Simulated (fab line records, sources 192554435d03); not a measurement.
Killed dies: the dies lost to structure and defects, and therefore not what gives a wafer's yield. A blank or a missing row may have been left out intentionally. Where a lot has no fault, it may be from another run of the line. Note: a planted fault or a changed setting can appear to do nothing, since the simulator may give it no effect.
Lot-split experiment + flow n5-finfet + route with 1938 steps; 7 lots, 21 wafers read

== THE SPLIT ITSELF ==
At N5_BEOL_M10_COAT_05 (resist thk 90 nm), the setting spin-rpm was moved away from the recipe's 1500 rpm on 9 of the 21 wafers read, by -10.8% to +7.9%. This setting was run at the recipe's value on the other wafers.

== FROM THE SPLIT TO THE READING: what the file shows between them, 3 steps ==
- N5_BEOL_M10_EBR_07
- N5_BEOL_M10_SOFTBAKE_06: time 60 s
- N5_BEOL_M10_DESCUM_16: chemistry O2, time 7.9 s

== THE READING ==
CAR-ArF_of_BEOL_M10_COAT_05.thk-nm (the simulator's own value, which no gauge read), in nm, at N5_BEOL_M10_ETCH_61 (etches SiARC in CF4, target depth 39 nm, time 65 s). The file does not state a usual value for it. Here, 12 wafers ran the recipe; their average is 55.4 nm with a standard deviation of 0.24 nm.

| wafer  | tool, chamber at the split | spin-rpm as run, rpm | against the recipe | CAR-ArF_of_BEOL_M10_COAT_05.thk-nm, nm | against lot-mates on the recipe |
|--------|----------------------------|----------------------|--------------------|----------------------------------------|---------------------------------|
| L075.3 | litho-track-03, 0          | 1357                 | -9.5%              | 60                                     | +5.0                            |
| L075.6 | litho-track-03, 0          | 1357                 | -9.5%              | 60                                     | +5.0                            |
| L075.4 | litho-track-03, 0          | 1500                 | recipe             | 55                                     | -                               |
| L076.2 | litho-track-03, 0          | 1500                 | recipe             | 55.6                                   | -                               |
| L076.3 | litho-track-03, 0          | 1500                 | recipe             | 55.4                                   | -                               |
| L076.5 | litho-track-03, 0          | 1500                 | recipe             | 55.4                                   | -                               |
| L078.3 | litho-track-01, 0          | 1338                 | -10.8%             | 60.8                                   | +5.4                            |
| L078.4 | litho-track-01, 0          | 1338                 | -10.8%             | 60.6                                   | +5.2                            |
| L078.6 | litho-track-01, 0          | 1500                 | recipe             | 55.4                                   | -                               |
| L081.1 | litho-track-03, 0          | 1500                 | recipe             | 55.2                                   | -                               |
| L081.2 | litho-track-03, 0          | 1500                 | recipe             | 55.4                                   | -                               |
| L081.5 | litho-track-03, 0          | 1619                 | +7.9%              | 51.8                                   | -3.5                            |
| L086.1 | litho-track-03, 0          | 1500                 | recipe             | 55.6                                   | -                               |
| L086.4 | litho-track-03, 0          | 1500                 | recipe             | 55.6                                   | -                               |
| L086.2 | litho-track-03, 0          | 1500                 | recipe             | 55.2                                   | -                               |
| L087.1 | litho-track-03, 0          | 1399                 | -6.7%              | 58                                     | +3.0                            |
| L087.3 | litho-track-03, 0          | 1500                 | recipe             | 55                                     | -                               |
| L087.4 | litho-track-03, 0          | 1399                 | -6.7%              | 58.2                                   | +3.2                            |
| L096.3 | litho-track-01, 0          | 1598                 | +6.5%              | 53                                     | -2.8                            |
| L096.4 | litho-track-01, 0          | 1598                 | +6.5%              | 53                                     | -2.8                            |
| L096.5 | litho-track-01, 0          | 1500                 | recipe             | 55.8                                   | -                               |

THE FIT
A straight line over all 21 wafers: CAR-ArF_of_BEOL_M10_COAT_05.thk-nm changes by -0.452 nm for each +1% of spin-rpm; r = -0.99; the points scatter about the line by 0.32 nm.
The same after taking each lot's own level away (the mean of its wafers on the recipe; 21 wafers): -0.479 nm for each +1%; r = -1.00; scatter 0.2 nm.
Per that fit: largest spin-rpm move, reading shift of 5.2 nm.
The span of the lots' own levels, 55.00 to 55.80 nm, comes to 3.4 times the standard deviation stated above.
The two slopes are in agreement: the lot-to-lot level therefore moves the slope only a little.
Check: +5.22 nm against its lot-mates is what the line predicts for one of the wafers moved furthest among these (-10.8%) when that wafer is left out of the fit. Against them it came out at +5.4 nm.

== FURTHER SPLITS ON THESE WAFERS ==
Other splits were also applied to these wafers ahead of the reading. Each is held against what the fit with the lots' levels taken away leaves over:
| other split on the same wafers | wafers away from the commonest value | r with CAR-ArF_of_BEOL_M10_COAT_05.thk-nm (lot level and that fit taken away) |
|--------------------------------|--------------------------------------|-------------------------------------------------------------------------------|
| N5_BEOL_M8_ETCH_61 bias-w      | 6                                    | -0.54                                                                         |
| N5_BEOL_M9_PECVD_70 time-s     | 6                                    | +0.41                                                                         |
| N5_BEOL_M9_COAT_60 spin-rpm    | 4                                    | -0.02                                                                         |

== THE WHOLE CHAIN: every reading that the file lists as answering this split, in the file's order ==
| step                | what it does                                       | reading                                                                             | change (the file's fit)               | r (the file's) |
|---------------------|----------------------------------------------------|-------------------------------------------------------------------------------------|---------------------------------------|----------------|
| N5_BEOL_M10_COAT_05 | resist thk 90 nm                                   | CAR-ArF_of_BEOL_M10_COAT_05.thk-nm (the simulator's own value, which no gauge read) | -0.466 nm for each +1% of the setting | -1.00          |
| N5_BEOL_M10_ETCH_61 | etches SiARC in CF4, target depth 39 nm, time 65 s | CAR-ArF_of_BEOL_M10_COAT_05.thk-nm (the simulator's own value, which no gauge read) | -0.479 nm for each +1% of the setting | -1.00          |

== FILE'S OWN FIT ==
CAR-ArF_of_BEOL_M10_COAT_05.thk-nm changes by -0.479 nm for each +1% of spin-rpm, r = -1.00.
